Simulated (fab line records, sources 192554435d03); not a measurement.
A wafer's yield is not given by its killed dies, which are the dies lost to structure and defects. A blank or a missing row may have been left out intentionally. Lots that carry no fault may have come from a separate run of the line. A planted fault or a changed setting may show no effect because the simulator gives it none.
fab line records -- flow n5_finfet
record: lots: 9, wafers: 27, last_day: 19
route steps=1938 shown BEOL_M1@764 BEOL_M4@1111 PASSIVATION@1936
lots that met no fault: taken from a fault-free run of the same line
start_h: hours from the record's opening day to when the first of the lot's shown wafers began -- wait_h: how many hours have passed since the lot's step before this one -- " same as the row above -- L1.1+2: one row covering several wafers at once -- - no value, or no start was given -- * or withheld: withheld -- < > ~ a bound
route shown NAME@n: names a module that has steps shown in the file, with the first one's number in the route -- usual: the fault-free wafers' mean and standard deviation -- same: alike in all rows -- chamber/n: place in a boat -- sites: readings site by site -- _std_site: their standard deviation -- _edge_site: inner sites' mean taken away from outer sites' mean -- radius_mm: for every site, how far away it sits from the centre of the wafer -- mask NAME#n: copy n -- behind: the tool/chamber that last shaped the wafer -- hold: the reason the lot was held/the length of the hold in hours/how it ended -- device: whichever transistor did not switch (one of n, p or np) -- end of line: the same wafers' tests at the end of the route -- a step with no rows: only its recipe -- killed: at the first sort, the dies lost to defects and structure; wafer yield is something else -- map: a wafer's dies, marking killed ones x, the rest . and places with no die _
set.NAME: the setting that was run; set.NAME@STEP: the one run at that earlier step -- model.NAME: the simulator's own value behind a step, which no gauge read
route steps across a sampled set of lots; one table per step, one row per wafer
services: from which hour (start_h, from the record's first day; less than 0 if before it) a tool's chamber was out of use, for how many hours, and why
== steps ==
step: N5_BEOL_M1_CD_MEAS_11
recipe: target_cd_nm: 17.05, landing_energy_ev: 500, detector: se_inlens, polarity: opening
usual: cd_nm: 16.96/0.23
lot.wafer,tool,chamber,start_h,wait_h,cd_nm
L778.2,cd_sem-02,0,128.21,-,16.83
L778.4,cd_sem-02,0,128.21,-,17.07
L778.6,cd_sem-02,0,128.21,-,16.78
L781.2,cd_sem-01,0,150.29,-,16.48
L781.4,cd_sem-01,0,150.29,-,16.91
L781.6,cd_sem-01,0,150.29,-,16.66
L783.1,cd_sem-03,0,158.98,-,16.98
L783.3,cd_sem-03,0,158.98,-,16.86
L783.5,cd_sem-03,0,158.98,-,16.56
L785.1,cd_sem-03,0,172.22,-,17.17
L785.4,cd_sem-03,0,172.22,-,17.39
L785.5,cd_sem-03,0,172.22,-,17.18
L786.2,cd_sem-03,0,176.29,-,16.88
L786.4,cd_sem-03,0,176.29,-,17.22
L786.6,cd_sem-03,0,176.29,-,16.71
L788.2,cd_sem-03,0,191.01,-,16.83
L788.5,cd_sem-03,0,191.01,-,17.14
L788.6,cd_sem-03,0,191.01,-,16.59
L798.2,cd_sem-03,0,250.94,-,17.07
L798.5,cd_sem-03,0,250.94,-,16.93
L798.6,cd_sem-03,0,250.94,-,16.63
L799.1,cd_sem-03,0,254.44,-,16.89
L799.2,cd_sem-03,0,254.44,-,16.83
L799.5,cd_sem-03,0,254.44,-,16.97
L800.3,cd_sem-01,0,264.43,-,16.92
L800.4,cd_sem-01,0,264.43,-,17.46
L800.5,cd_sem-01,0,264.43,-,17.04
step: N5_BEOL_M1_ETCH_74
recipe: chemistry: N2/H2, target: underlayer, target_depth_a: 65, mask_material: CAR-EUV, time_s: 5.2, ion_energy_ev: 200, pressure_mtorr: 30, source_w: 840, bias_w: 150, n2_flow_sccm: 200, h2_flow_sccm: 200, ends: cleared
usual: bias_w: 150.0/0.43, drypump_motor_current_A: 5.5/0.5, etch_rf_on_time_s: 5.19/0.091, oes_product_au: 0.68/0.069, rf_vpp_V: 525/3, showerhead_plenum_p_Torr: 2.58/0.1, throttle_valve_pct: 17.88/0.22
lot.wafer,tool,chamber,start_h,wait_h,bias_w,drypump_motor_current_A,etch_rf_on_time_s,oes_product_au,rf_hours_counter_h,rf_vpp_V,showerhead_plenum_p_Torr,throttle_valve_pct
L778.2,rie_diel-05,3,128.53,0.0,149.5,6.1,5.25,0.78,15,522,2.47,17.42
L778.4,rie_diel-05,3,128.53,0.0,150.4,6.1,5.29,0.77,-,523,2.47,17.44
L778.6,rie_diel-05,0,128.53,0.0,150.2,5.8,5.24,0.73,-,530,2.70,17.71
L781.2,rie_diel-04,3,151.38,0.0,149.2,4.9,5.28,0.63,161,527,2.63,17.96
L781.4,rie_diel-04,2,151.38,0.0,150.1,5.1,5.03,0.63,186,520,2.41,17.76
L781.6,rie_diel-04,1,151.38,0.0,150.1,4.9,5.15,0.64,-,527,2.64,18.23
L783.1,rie_diel-05,0,159.15,0.0,150.9,5.8,5.19,0.72,59,528,2.70,17.71
L783.3,rie_diel-05,3,159.15,0.0,149.7,6.2,5.19,0.76,25,522,2.47,17.48
L783.5,rie_diel-05,1,159.15,0.0,150.2,5.6,5.02,0.73,-,529,2.69,17.85
L785.1,rie_diel-03,2,172.37,0.0,149.9,6.2,5.16,0.60,231,525,2.61,17.89
L785.4,rie_diel-03,1,172.37,0.0,150.6,6.1,5.26,0.62,-,523,2.54,18.06
L785.5,rie_diel-03,0,172.37,0.0,149.5,4.9,5.20,0.66,-,519,2.44,18.17
L786.2,rie_diel-05,0,176.60,0.0,150.4,5.8,5.24,0.71,65,528,2.69,17.74
L786.4,rie_diel-05,1,176.60,0.0,150.5,5.6,4.97,0.73,57,527,2.69,17.89
L786.6,rie_diel-05,1,176.60,0.0,149.7,5.6,4.99,0.74,-,529,2.69,17.87
L788.2,rie_diel-04,3,192.32,0.0,150.3,4.9,5.28,0.64,169,528,2.63,17.96
L788.5,rie_diel-04,1,192.32,0.0,150.1,5.0,5.23,0.63,-,527,2.64,18.27
L788.6,rie_diel-04,2,192.32,0.0,150.0,5.1,5.08,0.62,-,523,2.41,17.81
L798.2,rie_diel-05,3,251.22,0.0,150.1,6.2,5.18,0.71,53,522,2.46,17.52
L798.5,rie_diel-05,3,251.22,0.0,150.1,6.1,5.26,0.72,-,524,2.46,17.51
L798.6,rie_diel-05,2,251.22,0.0,150.1,5.0,5.03,0.78,-,532,2.69,17.87
L799.1,rie_diel-05,1,254.80,0.0,149.8,5.6,5.08,0.71,76,529,2.68,17.94
L799.2,rie_diel-05,0,254.80,0.0,150.0,5.8,5.25,0.68,86,528,2.68,17.77
L799.5,rie_diel-05,1,254.80,0.0,149.5,5.6,5.11,0.71,-,528,2.68,17.92
L800.3,rie_diel-04,3,264.59,0.0,150.3,4.9,5.31,0.61,187,525,2.62,18.01
L800.4,rie_diel-04,1,264.59,0.0,149.4,4.9,5.33,0.61,180,525,2.63,18.30
L800.5,rie_diel-04,0,264.59,0.0,149.9,5.3,5.24,0.61,-,523,2.54,17.67
step: N5_BEOL_M1_ALD_98
recipe: material: SiO2, target_thk_a: 25, temp_c: 100, ald_precursor_family: BDEAS, ald_co_reactant: O2-plasma, pulse_time_s: 1, co_reactant_pulse_time_s: 1, purge_time_s: 2, co_reactant_purge_time_s: 2, ald_cycles: 17, pressure_torr: 2
usual: ald_cycles: 17/0, heater_power_w: 79/7.1, precursor_pulse_height_rel: 0.999/0.019
same: co_reactant_purge_time_s: 2
lot.wafer,tool,chamber,start_h,wait_h,ald_cycles,heater_power_w,precursor_pulse_height_rel
L778.2,ald_sin-02,3,130.14,0.4,17,75,1.010
L778.4,ald_sin-02,2,130.14,0.4,17,82,1.019
L778.6,ald_sin-02,0,130.14,0.4,17,76,0.977
L781.2,ald_sin-04,0,153.37,0.1,17,79,1.006
L781.4,ald_sin-04,3,153.37,0.1,17,77,0.996
L781.6,ald_sin-04,3,153.37,0.1,17,78,0.984
L783.1,ald_sin-02,2,160.12,0.1,17,80,0.988
L783.3,ald_sin-02,3,160.12,0.1,17,77,0.994
L783.5,ald_sin-02,3,160.12,0.1,17,75,0.988
L785.1,ald_sin-02,0,173.73,0.1,17,74,0.991
L785.4,ald_sin-02,2,173.73,0.1,16,78,0.966
L785.5,ald_sin-02,0,173.73,0.1,17,73,1.019
L786.2,ald_sin-02,1,177.93,0.1,16,67,1.024
L786.4,ald_sin-02,1,177.93,0.1,16,70,1.014
L786.6,ald_sin-02,3,177.93,0.1,16,76,0.976
L788.2,ald_sin-04,2,193.69,0.3,17,86,1.022
L788.5,ald_sin-04,0,193.69,0.3,17,78,0.999
L788.6,ald_sin-04,1,193.69,0.3,17,79,0.978
L798.2,ald_sin-04,0,252.44,0.2,17,81,1.016
L798.5,ald_sin-04,0,252.44,0.2,17,82,0.995
L798.6,ald_sin-04,1,252.44,0.2,17,79,0.991
L799.1,ald_sin-04,1,255.85,0.1,17,80,0.991
L799.2,ald_sin-04,3,255.85,0.1,17,80,1.000
L799.5,ald_sin-04,1,255.85,0.1,17,78,1.007
L800.3,ald_sin-02,1,265.74,0.1,17,67,1.005
L800.4,ald_sin-02,3,265.74,0.1,17,75,0.978
L800.5,ald_sin-02,1,265.74,0.1,17,69,0.983
step: N5_BEOL_M1_STRIP_36
recipe: chemistry: N2/H2, power_w: 450, temp_c: 40, pressure_mtorr: 20, rf_frequency_hz: 6e+07, overash_fraction: 0.3, bias_power_w: 7, h2_frac: 0.5, n2_flow_sccm: 200, h2_flow_sccm: 200
usual: drypump_motor_current_A: 5.6/0.53, oes_product_au: 0.80/0.09, rf_vpp_V: 59.3/1.5, showerhead_plenum_p_Torr: 2.56/0.097, throttle_valve_pct: 23.63/0.26
lot.wafer,tool,chamber,start_h,wait_h,drypump_motor_current_A,oes_product_au,rf_hours_counter_h,rf_vpp_V,showerhead_plenum_p_Torr,throttle_valve_pct
L778.2,rie_diel-03,0,139.16,0.0,4.9,0.78,144,58.0,2.44,23.87
L778.4,rie_diel-03,3,139.16,0.0,6.3,0.69,245,57.5,2.48,23.93
L778.6,rie_diel-03,2,139.16,0.0,6.2,0.71,-,57.3,2.61,23.64
L781.2,rie_diel-05,2,154.61,0.0,5.0,0.97,7,60.5,2.70,23.67
L781.4,rie_diel-05,3,154.61,0.0,6.1,0.90,24,59.1,2.46,23.24
L781.6,rie_diel-05,2,154.61,0.0,5.0,0.97,-,57.8,2.70,23.66
L783.1,rie_diel-03,1,167.62,0.0,6.0,0.72,154,57.2,2.53,23.79
L783.3,rie_diel-03,2,167.62,0.0,6.1,0.70,230,55.5,2.61,23.62
L783.5,rie_diel-03,0,167.62,0.0,4.9,0.77,-,60.6,2.44,23.89
L785.1,rie_diel-05,3,180.83,0.0,6.2,0.88,34,57.7,2.46,23.26
L785.4,rie_diel-05,3,180.83,0.0,6.1,0.89,-,60.4,2.46,23.28
L785.5,rie_diel-05,1,180.83,0.0,5.6,0.83,-,60.9,2.68,23.62
L786.2,rie_diel-03,0,181.28,0.0,4.9,0.76,158,56.2,2.44,23.86
L786.4,rie_diel-03,2,181.28,0.0,6.2,0.70,236,62.6,2.60,23.64
L786.6,rie_diel-03,3,181.28,0.0,6.3,0.98,-,59.9,2.48,23.57
L788.2,rie_diel-05,2,205.62,0.0,5.0,0.92,21,59.4,2.69,23.66
L788.5,rie_diel-05,1,205.62,0.0,5.6,0.83,-,60.0,2.68,23.59
L788.6,rie_diel-05,2,205.62,0.0,5.0,0.93,-,59.7,2.69,23.68
L798.2,rie_diel-04,1,253.80,0.0,5.0,0.73,177,58.1,2.63,24.21
L798.5,rie_diel-04,0,253.80,0.0,5.3,0.72,-,57.7,2.54,23.40
L798.6,rie_diel-04,3,253.80,0.0,4.9,0.74,-,57.8,2.62,23.81
L799.1,rie_diel-03,3,269.04,0.0,6.3,0.90,32,59.0,2.47,23.62
L799.2,rie_diel-03,1,269.04,0.0,6.0,0.71,192,58.1,2.52,23.83
L799.5,rie_diel-03,3,269.04,0.0,6.3,0.89,-,59.3,2.47,23.63
L800.3,rie_diel-03,1,275.06,0.0,6.0,0.70,194,59.2,2.52,23.85
L800.4,rie_diel-03,3,275.06,0.0,6.3,0.90,34,58.9,2.47,23.61
L800.5,rie_diel-03,0,275.06,0.0,4.9,0.74,-,58.1,2.42,23.92
step: N5_BEOL_M4_RC_MEAS_101
usual: DIBL_N: 36.5/1.9, DIBL_P: 36.7/2.1, IOFF_N: 0.17/0.035, IOFF_P: 0.22/0.042, ION_N: 676/10, ION_P: 462/8.1, SS_N: 71.5/0.72, SS_P: 73.4/0.7, VT_N: 249/3.1, VT_P: -250/3.9
lot.wafer,tool,chamber,start_h,wait_h,DIBL_N[mV/V],DIBL_P[mV/V],IOFF_N[nA/um],IOFF_P[nA/um],ION_N[uA/um],ION_P[uA/um],SS_N[mV/dec],SS_P[mV/dec],VT_N[mV],VT_P[mV]
L778.2,prober-02,0,180.98,0.2,38.3,40.1,0.21,0.31,678,466,72.6,74.4,250,-246
L778.4,prober-02,0,180.98,0.2,38.4,40.2,0.22,0.31,695,481,71.9,74.1,245,-244
L778.6,prober-02,0,180.98,0.2,36.6,36.9,0.18,0.25,681,471,72.8,73.3,249,-246
L781.2,prober-02,0,193.82,0.2,38.4,38.6,0.18,0.23,680,461,72.2,74.0,251,-250
L781.4,prober-02,0,193.82,0.2,35.4,36.4,0.14,0.21,681,466,71.0,73.9,251,-249
L781.6,prober-02,0,193.82,0.2,36.1,35.7,0.14,0.20,662,459,72.2,73.5,252,-251
L783.1,prober-01,0,220.97,0.0,36.9,36.0,0.17,0.23,683,469,70.4,73.1,246,-247
L783.3,prober-01,0,220.97,0.0,40.6,39.9,0.23,0.30,687,467,72.6,74.6,245,-242
L783.5,prober-01,0,220.97,0.0,38.2,36.8,0.19,0.25,678,463,71.1,74.0,246,-246
L785.1,prober-01,0,224.01,0.0,33.4,35.3,0.13,0.17,680,463,70.1,73.0,252,-253
L785.4,prober-01,0,224.01,0.0,35.6,37.7,0.16,0.20,678,461,71.2,73.7,251,-251
L785.5,prober-01,0,224.01,0.0,37.1,40.5,0.20,0.24,681,459,71.7,73.8,249,-250
L786.2,prober-01,0,230.44,0.2,36.7,37.1,0.16,0.21,675,461,72.2,73.9,250,-251
L786.4,prober-01,0,230.44,0.2,38.7,39.7,0.20,0.26,681,468,72.9,74.5,247,-246
L786.6,prober-01,0,230.44,0.2,34.5,34.2,0.11,0.17,657,457,70.7,72.2,252,-253
L788.2,prober-01,0,251.53,0.2,36.3,37.6,0.17,0.22,675,460,71.7,72.8,248,-250
L788.5,prober-01,0,251.53,0.2,36.8,37.1,0.16,0.21,675,460,70.9,73.0,251,-251
L788.6,prober-01,0,251.53,0.2,36.6,36.7,0.16,0.20,678,462,71.9,73.3,249,-254
L798.2,prober-02,0,316.44,0.2,35.2,34.6,0.12,0.16,662,454,71.2,72.1,253,-255
L798.5,prober-02,0,316.44,0.2,36.2,36.1,0.15,0.17,679,458,71.1,73.1,247,-254
L798.6,prober-02,0,316.44,0.2,34.5,34.0,0.12,0.15,659,451,71.2,72.1,253,-256
L799.1,prober-02,0,324.73,0.0,36.1,34.6,0.13,0.18,657,454,71.0,72.7,252,-253
L799.2,prober-02,0,324.73,0.0,35.7,35.6,0.14,0.19,662,455,71.3,73.0,252,-253
L799.5,prober-02,0,324.73,0.0,38.8,38.9,0.19,0.25,676,463,71.8,73.1,246,-247
L800.3,prober-01,0,348.43,0.3,35.8,36.4,0.18,0.24,683,470,71.4,73.4,247,-247
L800.4,prober-01,0,348.43,0.3,37.7,38.7,0.19,0.26,674,460,72.8,73.5,246,-248
L800.5,prober-01,0,348.43,0.3,35.5,36.3,0.16,0.23,682,472,71.3,73.2,249,-247
step: N5_PASSIVATION_PROBE_49
usual: defect_limited_yield: 91.4/1.5, killed_at_M0_to_M3: 35/12, killed_at_M4_up: 13/5.8, killed_at_contacts: 12/5.5, killed_at_front_end: 36/9.9, killed_at_other: 4/3.7, killed_dies: 101/18, killed_open: 66/13, killed_short: 33/8, sort_bin_5_function: 5.0/1, sort_bin_6_memory: 3.2/0.67, sort_n_pass: 1079/18, sort_yield_pct: 91.4/1.5
same: gross_dies: 1180, killed_at_back_side: 0, sort_bin_4_leakage[%]: 0, sort_bin_8_speed[%]: 0
lot.wafer,tool,chamber,start_h,wait_h,defect_limited_yield[%],killed_at_M0_to_M3,killed_at_M4_up,killed_at_contacts,killed_at_front_end,killed_at_other,killed_dies,killed_open,killed_short,sort_bin_5_function[%],sort_bin_6_memory[%],sort_n_pass,sort_yield_pct[%]
L781.2,prober-02,-,308.15,0.1,93.6,26,8,7,32,2,75,45,29,4.0,2.1,1105,93.6
L781.4,prober-02,-,308.25,0.2,91.9,34,12,7,41,1,95,53,41,4.7,2.8,1085,91.9
L781.6,prober-02,-,308.35,0.3,91.6,29,15,14,36,5,99,61,36,5.0,3.1,1081,91.6
killed by level:class
L781.2 GATE_CUT:geometric_particle:short=7 BEOL_M0_SAQP:geometric_particle:open=7 BEOL_M0_SAQP:geometric_particle:short=6 STARTING-WAFER:geometric_particle:short=6 STI_FIN_REVEAL:geometric_particle:open=4 MOL_CONTACT_COAG:geometric_particle:open=4 BEOL_M2:geometric_particle:open=4 BEOL_M3:geometric_particle:open=4
L781.4 FIN_SAQP:geometric_particle:short=11 BEOL_M3:geometric_particle:open=9 BEOL_M0_SAQP:geometric_particle:open=7 STARTING-WAFER:geometric_particle:short=6 BEOL_M0_SAQP:geometric_particle:short=5 FIN_SAQP:geometric_particle:open=4 MOL_CONTACT_COAG:geometric_particle:open=4 BEOL_M2:geometric_particle:open=4
L781.6 MOL_CONTACT_COAG:geometric_particle:open=11 GATE_CUT:geometric_particle:short=9 BEOL_M0_SAQP:geometric_particle:short=8 FIN_SAQP:geometric_particle:open=7 FIN_SAQP:geometric_particle:short=6 STI_FIN_REVEAL:geometric_particle:open=6 BEOL_M2:geometric_particle:open=6 BEOL_M1:geometric_particle:open=4
== services ==
tool,chamber,start_h,hours,kind
rie_diel-05,2,111.70,7.9,repair
ald_sin-04,-,115.57,6.1,pm
rie_diel-05,2,119.65,-,clean
rie_diel-05,2,119.65,-,consumable_replace:focus_ring
rie_diel-05,2,119.65,-,consumable_replace:showerhead
rie_diel-05,2,119.65,15.2,scheduled_down
rie_diel-05,2,119.65,15.2,vent_cycle
rie_diel-05,-,147.63,0.9,repair
ald_sin-02,-,150.28,6.0,pm
rie_diel-03,3,153.55,-,clean
rie_diel-03,3,153.55,-,consumable_replace:focus_ring
rie_diel-03,3,153.55,24.3,scheduled_down
rie_diel-03,0,154.99,7.7,repair
rie_diel-04,-,174.46,15.6,pm
ald_sin-02,2,176.22,2.9,repair
rie_diel-05,2,179.59,5.7,repair
rie_diel-05,1,184.83,6.6,repair
rie_diel-03,0,196.77,6.4,repair
rie_diel-04,3,200.90,12.8,repair
rie_diel-04,2,216.19,9.9,repair
ald_sin-04,-,244.21,2.8,pm
rie_diel-05,3,251.62,3.5,repair
rie_diel-03,-,253.91,0.7,repair
ald_sin-04,-,257.08,1.5,repair
== key ==
first_sign: step: N5_BEOL_M1_ALD_98, reading: ald_cycles, direction: down, sigmas: 99+, usual: *, struck: *
effect none on later readings
met_at N5_BEOL_M1_ALD_98
struck_lots L785,L786
struck_wafers L785.4,L786.2,L786.4,L786.6
not_acting_at N5_BEOL_M1_CD_MEAS_11,N5_BEOL_M1_ETCH_74,N5_BEOL_M1_STRIP_36
onset_between 160.12 173.73
fault: kind: process_parameter_drift, tool: ald_sin-02, chamber: -, onset_h: 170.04, steps: N5_BEOL_M1_ALD_98, channel: ald_cycles, offset: *, shape: step, end_h: 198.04, scope: struck_wafers_only, acts_in: *, stated: *
